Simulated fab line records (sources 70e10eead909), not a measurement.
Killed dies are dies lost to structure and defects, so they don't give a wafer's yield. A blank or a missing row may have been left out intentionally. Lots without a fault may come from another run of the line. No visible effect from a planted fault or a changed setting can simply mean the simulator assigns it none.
fab line records -- flow nand_harc
record lots=5, wafers=15, last_day=23
route steps=1159 shown P_GATE@137 END@1159
lots that met no fault: taken from a fault-free run of the same line
start_h: start of the lot's first displayed wafer, in hours after the record's first day -- wait_h: hours elapsed since this lot's preceding step -- " the same as in the row above -- L1.1+2: a single row standing in for several wafers -- - either no value or no given start -- * or withheld: withheld -- < > ~ a bound
route shown NAME@n: names a module that has steps shown in the file, with the first one's number in the route -- usual: the fault-free wafers' mean and standard deviation -- same: alike in all rows -- chamber/n: place in a boat -- sites: each site's reading -- _std_site: the standard deviation of these -- _edge_site: mean of outer sites minus mean of inner sites -- radius_mm: for every site, how far away it sits from the centre of the wafer -- mask NAME#n: copy n -- behind: the most recent tool/chamber to have shaped the wafer -- hold: why the lot was held/for how many hours/how that ended -- device: the transistor (n, p or np) that didn't switch -- end of line: tests of these same wafers at the route's end -- for a step that has no rows: nothing shown but its recipe -- killed: at the first sort, the dies lost to defects and structure; wafer yield is something else -- map: a wafer's dies, marking killed ones x, the rest . and places with no die _
set.NAME: the setting as run; set.NAME@STEP: as run at that earlier step -- model.NAME: the simulator's own value behind a step, which no gauge read
a table for each step, a row for each wafer; lots at some steps of the route
services: a tool's chamber out of use, with start hour (start_h, from the record's first day; less than 0 if before it), hours out, and reason
## steps
# step NHARC_P_GATE_EBR_22
# step NHARC_P_GATE_EXPOSE_23
# recipe na=1.35, target_cd_nm=120, dose_mj=93.91, mask_id=P_GATE
# step NHARC_P_GATE_PEB_24
# recipe peb_temp_c=100, peb_time_s=65
# step NHARC_P_GATE_DEVELOP_25
# recipe develop_time_s=35, dev_temp_c=23
# step NHARC_P_GATE_CD_MEAS_26
# recipe target_cd_nm=120, landing_energy_ev=500
# usual cd_nm=120.0/0.61
lot.wafer,tool,chamber,start_h,wait_h,cd_nm
L723.1,cd_sem-03,0,90.11,-,119.8
L723.2,cd_sem-03,0,90.11,-,118.6
L723.6,cd_sem-03,0,90.11,-,120.2
L732.1,cd_sem-02,0,137.40,-,118.8
L732.4,cd_sem-02,0,137.40,-,119.4
L732.5,cd_sem-02,0,137.40,-,119.8
L733.3,cd_sem-03,0,152.72,-,121.3
L733.4,cd_sem-03,0,152.72,-,120.8
L733.6,cd_sem-03,0,152.72,-,121.0
L735.1,cd_sem-03,0,163.75,-,120.1
L735.3,cd_sem-03,0,163.75,-,120.6
L735.4,cd_sem-03,0,163.75,-,120.7
L743.2,cd_sem-01,0,206.15,-,119.6
L743.4,cd_sem-01,0,206.15,-,119.9
L743.5,cd_sem-01,0,206.15,-,119.2
# step NHARC_P_GATE_OVL_MEAS_27
# usual overlay_x_nm=0.0/0.92, overlay_y_nm=-0.1/0.68
lot.wafer,tool,chamber,start_h,wait_h,overlay_x_nm,overlay_y_nm
L723.1,overlay-01,-,90.20,-,-0.1,-0.7
L723.2,overlay-01,-,90.20,-,-0.4,-0.7
L723.6,overlay-01,-,90.20,-,-0.6,-1.6
L732.1,overlay-01,-,137.49,-,-0.6,-0.8
L732.4,overlay-01,-,137.49,-,-0.9,-0.9
L732.5,overlay-01,-,137.49,-,-1.3,-0.7
L733.3,overlay-01,-,152.80,-,-0.2,0.0
L733.4,overlay-01,-,152.80,-,-0.6,-0.5
L733.6,overlay-01,-,152.80,-,-0.6,-0.2
L735.1,overlay-01,-,163.84,-,-0.3,0.8
L735.3,overlay-01,-,163.84,-,-0.4,-0.3
L735.4,overlay-01,-,163.84,-,-1.2,0.2
L743.2,overlay-01,-,206.23,-,1.6,0.6
L743.4,overlay-01,-,206.23,-,1.8,0.8
L743.5,overlay-01,-,206.23,-,1.0,0.7
# step NHARC_P_GATE_INSPECT_28
# usual raw_defect_count=6.0/3
lot.wafer,tool,chamber,start_h,wait_h,raw_defect_count
L723.1,defect_inspect-01,-,90.24,0.0,9
L723.2,defect_inspect-01,-,90.24,0.0,8
L723.6,defect_inspect-01,-,90.24,0.0,5
L732.1,defect_inspect-02,-,137.53,0.0,4
L732.4,defect_inspect-02,-,137.53,0.0,2
L732.5,defect_inspect-02,-,137.53,0.0,5
L733.3,defect_inspect-02,-,152.84,0.0,3
L733.4,defect_inspect-02,-,152.84,0.0,4
L733.6,defect_inspect-02,-,152.84,0.0,8
L735.1,defect_inspect-01,-,163.87,0.0,7
L735.3,defect_inspect-01,-,163.87,0.0,11
L735.4,defect_inspect-01,-,163.87,0.0,9
L743.2,defect_inspect-01,-,206.27,0.0,6
L743.4,defect_inspect-01,-,206.27,0.0,12
L743.5,defect_inspect-01,-,206.27,0.0,5
# step NHARC_P_GATE_DESCUM_31
# recipe time_s=3, o2_flow_sccm=200, ar_flow_sccm=0, bias_power_w=0, chemistry=O2
# usual drypump_motor_current_A=5.9/0.4, mfc_ar_sccm=0.004/0.0071, oes_product_au=1.001/0.011, rf_vpp_V=57.5/0.84, showerhead_plenum_p_Torr=1.88/0.049, throttle_valve_pct=11.311/0.0089
lot.wafer,tool,chamber,start_h,wait_h,drypump_motor_current_A,mfc_ar_sccm,oes_product_au,rf_hours_counter_h,rf_vpp_V,showerhead_plenum_p_Torr,throttle_valve_pct
L723.1,rie_diel-06,1,90.33,0.1,5.7,0,1.018,4,56.4,1.90,11.314
L723.2,rie_diel-06,2,90.33,0.1,6.5,0,0.985,2,58.0,1.90,11.303
L723.6,rie_diel-06,0,90.33,0.1,5.9,0,1.021,-,58.1,1.87,11.325
L732.1,rie_diel-08,1,137.59,0.1,5.9,0.020,1.005,1,57.0,1.87,11.306
L732.4,rie_diel-08,2,137.59,0.1,6.4,0.003,1.008,1,57.8,1.97,11.302
L732.5,rie_diel-08,1,137.59,0.1,5.9,0.020,1.008,-,56.3,1.87,11.309
L733.4,rie_diel-06,3,152.92,0.1,5.6,0.018,1.009,14,58.6,1.96,11.309
L733.3,rie_diel-06,0,152.92,0.1,5.9,0,1.011,14,57.5,1.87,11.324
L733.6,rie_diel-06,3,152.92,0.1,5.7,0.018,0.998,-,58.0,1.96,11.320
L735.3,rie_diel-06,3,163.93,0.1,5.7,0.018,0.985,16,58.1,1.96,11.303
L735.1,rie_diel-06,0,163.93,0.1,5.9,0,0.994,17,58.8,1.87,11.312
L735.4,rie_diel-06,1,163.93,0.1,5.7,0,1.001,15,57.2,1.90,11.298
L743.4,rie_diel-08,3,206.46,0.2,5.5,0,0.996,27,58.5,1.87,11.298
L743.2,rie_diel-08,1,206.46,0.2,5.9,0.020,1.010,25,57.0,1.86,11.303
L743.5,rie_diel-08,0,206.46,0.2,6.3,0.004,0.993,-,56.1,1.81,11.315
# step NHARC_P_GATE_ETCH_104
# recipe target_depth_a=600, time_s=withheld, cf4_flow_sccm=100, chf3_flow_sccm=30, ar_flow_sccm=0, rf_w=500, bias_w=200, chemistry=CF4/CHF3
# usual drypump_motor_current_A=5.9/0.4, mfc_ar_sccm=0.005/0.0071, oes_product_au=0.942/0.021, rf_vpp_V=369.8/1.5, showerhead_plenum_p_Torr=1.55/0.038, throttle_valve_pct=16.803/0.0085
lot.wafer,tool,chamber,start_h,wait_h,drypump_motor_current_A,mfc_ar_sccm,oes_product_au,rf_vpp_V,showerhead_plenum_p_Torr,throttle_valve_pct
L723.2,rie_diel-06,3,90.40,0.1,5.7,0.018,0.936,371.8,1.61,16.797
L723.1,rie_diel-06,1,90.40,0.1,5.7,0,0.946,370.0,1.57,16.802
L723.6,rie_diel-06,3,90.40,0.1,5.7,0.018,0.936,371.7,1.61,16.805
L732.4,rie_diel-08,3,137.68,0.1,5.5,0,0.958,369.7,1.54,16.783
L732.1,rie_diel-08,1,137.68,0.1,5.9,0.020,0.969,368.2,1.54,16.805
L732.5,rie_diel-08,2,137.68,0.1,6.5,0.003,0.965,371.5,1.61,16.819
L733.3,rie_diel-06,2,153.04,0.1,6.5,0,0.909,369.3,1.56,16.817
L733.4,rie_diel-06,3,153.04,0.1,5.7,0.018,0.919,371.3,1.61,16.805
L733.6,rie_diel-06,3,153.04,0.1,5.7,0.018,0.923,371.3,1.61,16.812
L735.3,rie_diel-06,0,164.02,0.1,6.0,0,0.941,369.7,1.54,16.804
L735.4,rie_diel-06,1,164.02,0.1,5.7,0,0.925,371.6,1.56,16.801
L735.1,rie_diel-06,2,164.02,0.1,6.5,0,0.931,369.9,1.56,16.800
L743.2,rie_diel-08,2,206.88,0.4,6.5,0.003,0.943,372.9,1.61,16.803
L743.4,rie_diel-08,3,206.88,0.4,5.5,0,0.922,369.7,1.54,16.790
L743.5,rie_diel-08,2,206.88,0.4,6.5,0.003,0.922,374.1,1.61,16.791
# step NHARC_P_GATE_HM_OPEN_105
# recipe target_depth_a=3600, o2_flow_sccm=400, cos_flow_sccm=20, ar_flow_sccm=0, rf_w=500, bias_w=300, chemistry=O2/COS
# usual drypump_motor_current_A=5.9/0.4, mfc_ar_sccm=0.004/0.0071, oes_product_au=1.000/0.011, rf_vpp_V=466.0/1.8, showerhead_plenum_p_Torr=3.07/0.071, throttle_valve_pct=28.330/0.0084
lot.wafer,tool,chamber,start_h,wait_h,drypump_motor_current_A,mfc_ar_sccm,oes_product_au,rf_hours_counter_h,rf_vpp_V,showerhead_plenum_p_Torr,throttle_valve_pct
L723.1,rie_diel-06,2,-,-,6.5,0,0.995,2,464.9,3.10,28.325
L723.2,rie_diel-06,3,-,-,5.7,0.018,1.003,4,468.9,3.20,28.337
L723.6,rie_diel-06,2,-,-,6.5,0,0.992,-,468.0,3.10,28.341
L732.4,rie_diel-08,2,-,-,6.4,0.003,1.004,2,468.8,3.20,28.335
L732.1,rie_diel-08,3,-,-,5.6,0,0.992,2,465.8,3.06,28.332
L732.5,rie_diel-08,1,-,-,5.9,0.020,1.005,-,465.7,3.05,28.318
L733.3,rie_diel-06,2,-,-,6.5,0,0.969,13,465.4,3.09,28.338
L733.4,rie_diel-06,3,-,-,5.7,0.018,0.997,14,470.1,3.20,28.309
L733.6,rie_diel-06,0,-,-,6.0,0,1.006,-,466.5,3.05,28.329
L735.1,rie_diel-06,2,-,-,6.6,0,0.987,15,467.0,3.09,28.323
L735.4,rie_diel-06,3,-,-,5.7,0.018,1.002,16,468.9,3.20,28.316
L735.3,rie_diel-06,1,-,-,5.6,0,1.002,15,465.7,3.10,28.323
L743.2,rie_diel-08,3,-,-,5.6,0,0.992,27,465.7,3.05,28.345
L743.4,rie_diel-08,2,-,-,6.4,0.003,1.000,28,469.2,3.19,28.317
L743.5,rie_diel-08,0,-,-,6.2,0.004,0.987,-,464.5,2.96,28.334
# step NHARC_P_GATE_STRIP_106
# recipe o2_flow_sccm=400, cos_flow_sccm=20, ar_flow_sccm=0, bias_w=0, chemistry=O2/COS
# step NHARC_P_GATE_ETCH_114
# recipe target_depth_a=300, overetch_a=30, time_s=16.5, ion_energy_ev=100, cf4_flow_sccm=80, o2_flow_sccm=20, ar_flow_sccm=0, rf_w=300, bias_w=100, chemistry=CF4/O2
# step NHARC_P_GATE_ETCH_32
# recipe target_depth_a=1500, over_etch_frac=1, over_etch_ion_energy_ev=40, time_s=100.1, hbr_flow_sccm=150, cl2_flow_sccm=50, rf_w=400, icp_w=400, bias_w=100, chemistry=HBr/Cl2
# usual drypump_motor_current_A=5.49/0.19, mfc_cl2_sccm=49.99/0.14, oes_product_au=0.997/0.0088, throttle_valve_pct=26.406/0.009
lot.wafer,tool,chamber,start_h,wait_h,drypump_motor_current_A,mfc_cl2_sccm,oes_product_au,rf_hours_counter_h,throttle_valve_pct
L723.1,rie_si-03,0,90.93,-,5.51,49.91,0.996,1.2,26.407
L723.2,rie_si-03,1,90.93,-,5.24,50.03,1.001,1.2,26.422
L723.6,rie_si-03,0,90.93,-,5.50,50.00,1.000,-,26.421
L732.1,rie_si-03,2,138.07,-,5.68,49.89,0.999,1.6,26.401
L732.4,rie_si-03,3,138.07,-,5.48,50.22,0.985,1.5,26.392
L732.5,rie_si-03,1,138.07,-,5.21,49.90,1.004,-,26.404
L733.3,rie_si-02,3,153.43,-,5.40,49.82,0.991,1.1,26.413
L733.4,rie_si-02,0,153.43,-,5.50,49.88,1.000,0.9,26.392
L733.6,rie_si-02,3,153.43,-,5.38,49.77,0.988,-,26.404
L735.3,rie_si-05,0,164.42,-,5.69,50.04,0.992,0.7,26.390
L735.1,rie_si-05,2,164.42,-,5.79,50.17,0.980,0.8,26.393
L735.4,rie_si-05,3,164.42,-,5.44,50.23,1.005,1.0,26.415
L743.4,rie_si-02,2,208.67,-,5.17,50.07,0.998,1.5,26.403
L743.2,rie_si-02,0,208.67,-,5.50,50.08,0.981,1.5,26.396
L743.5,rie_si-02,2,208.67,-,5.18,50.13,0.992,-,26.397
# step NHARC_P_GATE_STRIP_108
# recipe o2_flow_sccm=500, ar_flow_sccm=0, bias_w=0, chemistry=O2
# step NHARC_P_GATE_CD_MEAS_33
# usual cd_nm=120.1/2.5
lot.wafer,tool,chamber,start_h,wait_h,cd_nm
L723.1,cd_sem-02,-,91.27,-,118.2
L723.2,cd_sem-02,-,91.27,-,119.4
L723.6,cd_sem-02,-,91.27,-,119.8
L732.1,cd_sem-02,-,138.40,-,120.0
L732.4,cd_sem-02,-,138.40,-,118.9
L732.5,cd_sem-02,-,138.40,-,119.9
L733.3,cd_sem-02,-,153.76,-,125.0
L733.4,cd_sem-02,-,153.76,-,122.4
L733.6,cd_sem-02,-,153.76,-,124.5
L735.1,cd_sem-01,-,164.75,-,120.9
L735.3,cd_sem-01,-,164.75,-,120.2
L735.4,cd_sem-01,-,164.75,-,121.7
L743.2,cd_sem-01,-,209.00,-,121.0
L743.4,cd_sem-01,-,209.00,-,119.0
L743.5,cd_sem-01,-,209.00,-,123.3
# step NHARC_P_GATE_STRIP_35
# recipe time_s=600, temp_c=130, chemistry=SPM
# step NHARC_P_GATE_PRECLEAN_73
# recipe time_s=*, temp_c=50, bath_age_min=0, chemistry=SC1
# step NHARC_P_GATE_SRD_74
# step NHARC_P_GATE_ALD_36
# recipe target_thk_a=200, pulse_time_s=60, ald_cycles=223, temp_c=400, material=SiNx
# step NHARC_P_GATE_ETCHBACK_37
# recipe target_depth_a=345, time_s=17.2, chf3_flow_sccm=50, o2_flow_sccm=10, ar_flow_sccm=200, rf_w=500, bias_w=200, chemistry=CHF3/O2
# step NHARC_P_GATE_STRIP_101
# recipe time_s=20, o2_flow_sccm=500, ar_flow_sccm=0, bias_w=0, chemistry=O2
# usual drypump_motor_current_A=6.0/0.39, mfc_ar_sccm=0.005/0.0075, oes_product_au=0.999/0.011, rf_vpp_V=57.7/0.92, showerhead_plenum_p_Torr=3.48/0.084, throttle_valve_pct=17.037/0.009
lot.wafer,tool,chamber,start_h,wait_h,drypump_motor_current_A,mfc_ar_sccm,oes_product_au,rf_hours_counter_h,rf_vpp_V,showerhead_plenum_p_Torr,throttle_valve_pct
L723.1,rie_diel-08,1,103.69,0.3,5.9,0.020,0.988,57,57.5,3.45,17.025
L723.2,rie_diel-08,2,103.69,0.3,6.4,0.003,0.994,60,59.7,3.62,17.043
L723.6,rie_diel-08,1,103.69,0.3,5.9,0.020,0.998,-,58.2,3.45,17.033
L732.1,rie_diel-03,2,148.49,0.1,5.6,0,1.009,31,55.7,3.38,17.034
L732.4,rie_diel-03,3,148.49,0.1,5.3,0.013,1.004,37,57.7,3.48,17.023
L732.5,rie_diel-03,2,148.49,0.1,5.6,0,1.014,-,59.1,3.38,17.043
L733.4,rie_diel-08,1,163.77,0.1,5.9,0.020,1.020,8,57.8,3.45,17.035
L733.3,rie_diel-08,2,163.77,0.1,6.5,0.003,1.008,10,57.5,3.61,17.044
L733.6,rie_diel-08,2,163.77,0.1,6.5,0.003,0.995,-,59.3,3.61,17.033
L735.3,rie_diel-06,0,174.89,0.1,5.9,0,1.005,19,57.7,3.44,17.030
L735.4,rie_diel-06,1,174.89,0.1,5.7,0,0.997,16,56.0,3.50,17.036
L735.1,rie_diel-06,3,174.89,0.1,5.7,0.018,1.001,18,57.9,3.61,17.026
L743.2,rie_diel-06,1,221.18,0.1,5.7,0,1.016,27,58.6,3.50,17.037
L743.4,rie_diel-06,2,221.18,0.1,6.5,0,0.977,27,57.2,3.49,17.044
L743.5,rie_diel-06,3,221.18,0.1,5.7,0.018,0.982,-,57.1,3.60,17.046
# step NHARC_P_GATE_PRECLEAN_97
# recipe time_s=600, temp_c=120, chemistry=SPM
# step NHARC_P_GATE_SRD_98
# step NHARC_P_GATE_PRECLEAN_99
# recipe time_s=*, temp_c=50, bath_age_min=0, chemistry=SC1
# step NHARC_P_GATE_SRD_100
# step NHARC_P_GATE_DEHYDRATE_38
# recipe temp_c=150, time_s=120
# step NHARC_P_GATE_HMDS_39
# recipe time_s=30
# step NHARC_P_GATE_COAT_40
# recipe spin_rpm=3000
# step NHARC_P_GATE_SOFTBAKE_41
# recipe temp_c=122, time_s=95
# step NHARC_P_GATE_EBR_42
# step NHARC_P_GATE_EXPOSE_43
# recipe na=0.6, target_cd_nm=720, dose_mj=14.81, mask_id=P_NSD
# step NHARC_P_GATE_PEB_44
# recipe peb_temp_c=118, peb_time_s=85
# step NHARC_P_GATE_DEVELOP_45
# recipe time_s=70
# step NHARC_P_GATE_CD_MEAS_46
# recipe target_cd_nm=720, landing_energy_ev=500
# usual cd_nm=720.8/1.7
lot.wafer,tool,chamber,start_h,wait_h,cd_nm
L723.1,cd_sem-03,0,104.50,-,720.0
L723.2,cd_sem-03,0,104.50,-,721.0
L723.6,cd_sem-03,0,104.50,-,721.3
L732.1,cd_sem-01,0,149.41,-,724.8
L732.4,cd_sem-01,0,149.41,-,721.6
L732.5,cd_sem-01,0,149.41,-,720.3
L733.3,cd_sem-01,0,164.70,-,721.6
L733.4,cd_sem-01,0,164.70,-,722.1
L733.6,cd_sem-01,0,164.70,-,723.0
L735.1,cd_sem-02,0,175.81,-,718.0
L735.3,cd_sem-02,0,175.81,-,719.6
L735.4,cd_sem-02,0,175.81,-,717.9
L743.2,cd_sem-02,0,222.09,-,719.0
L743.4,cd_sem-02,0,222.09,-,722.1
L743.5,cd_sem-02,0,222.09,-,719.8
# step NHARC_P_GATE_HARDBAKE_47
# recipe temp_c=125, time_s=80
# step NHARC_P_GATE_DESCUM_48
# recipe time_s=3, o2_flow_sccm=200, ar_flow_sccm=0, bias_power_w=0, chemistry=O2
# step NHARC_P_GATE_IMPLANT_49
# recipe energy_kev=30, dose_cm2=3e+15, tilt_deg=7
# step NHARC_P_GATE_STRIP_111
# recipe power_w=1500, temp_c=110, time_s=250, chemistry=N2/H2
# usual drypump_motor_current_A=6.1/0.32, heater_power_w=90/9
lot.wafer,tool,chamber,start_h,wait_h,drypump_motor_current_A,heater_power_w,rf_hours_counter_h
L723.2,plasma_asher-02,0,105.22,0.3,5.6,81,32
L723.1,plasma_asher-02,1,105.22,0.3,6.3,86,32
L723.6,plasma_asher-02,1,105.22,0.3,6.3,88,-
L732.1,plasma_asher-02,0,149.99,0.2,5.6,79,49
L732.4,plasma_asher-02,0,149.99,0.2,5.6,80,-
L732.5,plasma_asher-02,1,149.99,0.2,6.2,89,-
L733.3,plasma_asher-01,1,165.32,0.2,6.5,107,-
L733.4,plasma_asher-01,0,165.32,0.2,6.0,92,-
L733.6,plasma_asher-01,0,165.32,0.2,6.0,91,-
L735.1,plasma_asher-02,1,176.39,0.2,6.3,88,59
L735.3,plasma_asher-02,0,176.39,0.2,5.7,80,-
L735.4,plasma_asher-02,1,176.39,0.2,6.2,88,-
L743.2,plasma_asher-01,0,222.62,0.2,6.0,91,33
L743.4,plasma_asher-01,1,222.62,0.2,6.5,106,-
L743.5,plasma_asher-01,0,222.62,0.2,6.0,93,-
# step NHARC_P_GATE_STRIP_75
# recipe power_w=1500, temp_c=250, chemistry=O2
# step NHARC_P_GATE_STRIP_50
# recipe time_s=900, temp_c=130, chemistry=SPM
# step NHARC_P_GATE_DEHYDRATE_51
# recipe temp_c=150, time_s=120
# step NHARC_P_GATE_HMDS_52
# recipe time_s=30
# step NHARC_P_GATE_INSPECT_68
# usual raw_defect_count=183/55
lot.wafer,tool,chamber,start_h,wait_h,raw_defect_count
L723.1,defect_inspect-01,-,111.31,0.2,182
L723.2,defect_inspect-01,-,111.31,0.2,129
L723.6,defect_inspect-01,-,111.31,0.2,171
L732.1,defect_inspect-01,-,156.05,0.2,205
L732.4,defect_inspect-01,-,156.05,0.2,315
L732.5,defect_inspect-01,-,156.05,0.2,1579
L733.3,defect_inspect-02,-,171.29,0.1,181
L733.4,defect_inspect-02,-,171.29,0.1,202
L733.6,defect_inspect-02,-,171.29,0.1,182
L735.1,defect_inspect-02,-,182.36,0.2,189
L735.3,defect_inspect-02,-,182.36,0.2,158
L735.4,defect_inspect-02,-,182.36,0.2,148
L743.2,defect_inspect-02,-,228.49,0.1,169
L743.4,defect_inspect-02,-,228.49,0.1,141
L743.5,defect_inspect-02,-,228.49,0.1,222
# step NHARC_END_SORT_01
# recipe temp_c=25
# usual killed_at_array=27/9.9, killed_at_other=0.6/0.84, killed_at_periphery=3.7/2.5, killed_dies=31/9.9, killed_open=3.0/1.6, killed_short=1.9/1.2
# same gross_dies=677
lot.wafer,tool,chamber,start_h,wait_h,killed_at_array,killed_at_other,killed_at_periphery,killed_dies,killed_open,killed_short
L732.5,prober-02,0,512.36,3.7,13,0,53,66,2,3
L735.1,prober-01,0,511.11,2.5,34,0,8,42,2,4
L735.3,prober-01,0,512.71,3.1,32,0,7,39,2,2
L735.4,prober-01,0,513.50,3.4,36,0,6,42,2,4
# killed by level:class
L735.1 A_SLIT:chamber_film_flake=19 A_CHANNEL_HOLE_D1:chamber_film_flake=8 A_STAIRCASE:chamber_film_flake=5 P_M0:geometric_particle:short=2 P_ZERO_WELL:chamber_film_flake=2 P_STI:chamber_film_flake=2 P_CONTACT:geometric_particle:short=1 P_M0:geometric_particle:open=1
L732.5 P_GATE:unspecified=47 P_M1:chamber_film_flake=3 A_CHANNEL_HOLE_D1:chamber_film_flake=3 A_WL_FILL:chamber_film_flake=3 P_GATE:geometric_particle:open=1 P_M0:geometric_particle:open=1 A_STAIRCASE:geometric_particle:short=1 A_SGD_CUT:geometric_particle:short=1
L735.3 A_CHANNEL_HOLE_D1:chamber_film_flake=14 A_SLIT:chamber_film_flake=10 P_ZERO_WELL:chamber_film_flake=5 A_CONTACT:chamber_film_flake=3 A_ONON_D1:geometric_particle:open=1 A_SGD_CUT:geometric_particle:short=1 A_CONTACT:geometric_particle:open=1 A_M0:geometric_particle:short=1
L735.4 A_CHANNEL_HOLE_D1:chamber_film_flake=13 A_SLIT:chamber_film_flake=12 P_ZERO_WELL:chamber_film_flake=4 A_STAIRCASE:chamber_film_flake=3 A_CONTACT:chamber_film_flake=3 A_CHANNEL_HOLE_D1:geometric_particle:short=2 P_M0:geometric_particle:open=1 A_CHANNEL_FILL_D1:geometric_particle:open=1
# map L732.5 (x killed, . not)
____________.____________
_________......._________
_______..........._______
______.............______
_____..............._____
____........x........____
____.................____
___...................___
___...x...............___
__.x...................__
__..............x.....x__
_......................._
_......................._
_..................x...._
_......................._
_......................._
.........................
.........................
..........x...........x..
.........................
.........x...............
_..........x..x........._
_......................._
_............x.........x_
_...x..................._
_..............x........_
__.....................__
__................x....__
___...................___
___.......x..x........___
____....xxxxxx.......____
____.....xxxxx.x.....____
_____..xxxxxxxxx...._____
______.xxxxxxxxx...______
_______xxxxxxxxxx._______
_________xxxxxxx_________
____________x____________
# map L723.6 (x killed, . not)
____________.____________
_________......._________
_______..........._______
______.............______
_____..............._____
____...........x.....____
____.....x...........____
___.............x.....___
___............x..x...___
__.....................__
__.............x....x..__
_...............xx..x..._
_......................._
_...............xx....x._
_......................._
_.......x..............._
.........................
.....x...................
...x.x.x.................
.....x...................
.....xxx.................
_....x.................._
_..x..xx.x.....x........_
_......................._
_......................._
_...x..................._
__.........x...........__
__...........x.x.......__
___...................___
___...................___
____.................____
____.................____
_____..............._____
______.......x.....______
_______..........._______
_________......._________
____________.____________
## services
tool,chamber,start_h,hours,kind
rie_diel-06,0,73.22,-,clean
rie_diel-06,1,73.22,-,clean
rie_diel-06,2,76.80,3.0,repair
rie_si-03,3,80.57,1.3,repair
plasma_asher-01,-,99.00,9.0,pm
rie_diel-03,2,109.62,5.1,repair
rie_diel-08,-,124.81,9.0,pm
rie_diel-06,1,126.16,8.0,repair
rie_si-02,0,131.39,1.8,repair
rie_si-02,3,136.29,4.0,repair
rie_si-03,-,155.00,9.0,pm
rie_diel-08,-,159.44,3.6,repair
rie_si-05,2,168.62,9.0,repair
rie_si-02,1,176.79,7.9,repair
plasma_asher-02,-,183.00,9.0,pm
rie_diel-03,-,187.98,0.3,repair
rie_diel-06,2,192.73,4.4,repair
plasma_asher-02,-,192.79,2.4,repair
plasma_asher-01,-,197.17,9.4,repair
rie_diel-03,-,198.59,8.3,repair
rie_diel-06,0,201.17,12.3,repair
rie_si-02,-,211.00,9.0,pm
rie_diel-06,-,213.30,0.8,repair
rie_diel-03,-,215.49,9.0,pm
## key
first_sign step=NHARC_P_GATE_INSPECT_68, reading=raw_defect_count, direction=up, sigmas=25, usual=183, struck=1579
effect step=NHARC_END_SORT_01, reading=killed_at_periphery, direction=up, sigmas=20, usual=3.7, struck=53
more_kills_born_at NHARC_P_GATE_ETCH_32@rie_si-03=47
met_at NHARC_P_GATE_ETCH_32
struck_wafers L732.5
tester_left_out L732
onset_between 90.93 138.07
fault kind=chamber_particle_source, tool=rie_si-03, chamber=1, onset_h=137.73, steps=NHARC_P_GATE_ETCH_32, rate_per_visit_cm2=2.0786, end_h=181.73
# tester_left_out: of these lots the tester's yield and bins aren't shown, on N5 and GAA mostly nor the transistor test; their killed dies are dies lost to structure and defects alone, not to doping, threshold or leakage, so they don't give the yield
